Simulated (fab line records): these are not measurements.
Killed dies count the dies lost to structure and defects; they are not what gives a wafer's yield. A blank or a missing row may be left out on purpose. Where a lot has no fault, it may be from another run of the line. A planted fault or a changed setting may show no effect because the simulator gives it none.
The tool behind it: which one? || flow n5_finfet || route of 1938 steps, sampled at 1 step: 12 lots, 36 wafers

== WHAT THE GAUGES SHOWED, per wafer ==
N5_GATE_CUT_CD_MEAS_13 targets a cd of 20 nm.
{"lot": "L075", "measured": "day 4 21:39", "on": "cd_sem-01", "cd_nm (nm)": "20.16 19.86 20.44"}
{"lot": "L077", "measured": "day 5 06:35", "on": "cd_sem-01", "cd_nm (nm)": "20.49 20.57 20.44"}
{"lot": "L079", "measured": "day 5 16:58", "on": "cd_sem-03", "cd_nm (nm)": "19.30 20.12 20.16"}
{"lot": "L081", "measured": "day 6 05:04", "on": "cd_sem-03", "cd_nm (nm)": "20.38 19.75 19.69"}
{"lot": "L082", "measured": "day 6 18:07", "on": "cd_sem-02", "cd_nm (nm)": "19.88 20.21 20.26"}
{"lot": "L085", "measured": "day 7 06:05", "on": "cd_sem-01", "cd_nm (nm)": "20.20 20.07 20.05"}
{"lot": "L087", "measured": "day 7 21:13", "on": "cd_sem-01", "cd_nm (nm)": "19.85 19.49 19.91"}
{"lot": "L089", "measured": "day 8 08:10", "on": "cd_sem-02", "cd_nm (nm)": "20.07 19.44 19.86"}
{"lot": "L091", "measured": "day 8 21:04", "on": "cd_sem-03", "cd_nm (nm)": "20.40 20.37 20.28"}
{"lot": "L093", "measured": "day 9 07:10", "on": "cd_sem-03", "cd_nm (nm)": "20.04 20.27 20.11"}
{"lot": "L095", "measured": "day 10 01:08", "on": "cd_sem-01", "cd_nm (nm)": "19.90 19.81 20.02"}
{"lot": "L097", "measured": "day 10 09:16", "on": "cd_sem-01", "cd_nm (nm)": "20.40 20.06 20.39"}

== WHICH TOOL RAN EACH LOT (tool, then ch and the chambers of the sampled wafers, then the start) ==
No process step before these readings appears in the record.

== THE ANSWER, worked out from the rows above alone ==
Rule: the usual values come from the lots themselves. The widest of any qualifying gaps counts: lots, ordered by their means at a reading, are off when they make up no more than a third of the lots, leave a main group of 4 or more, and stand apart from it by 3 or more times the standard deviation of that group's means. A main group is skipped when, at the precision printed for the reading in the tables above, its means are all equal. Also off: a lot with no number at a reading for which 4 or more lots have one. Any other lot the step has rows for is counted as sound.
Nothing can be told from this: no lot is off at any reading shown.

== WHAT HAD BEEN PUT IN BY THE SIMULATOR ==
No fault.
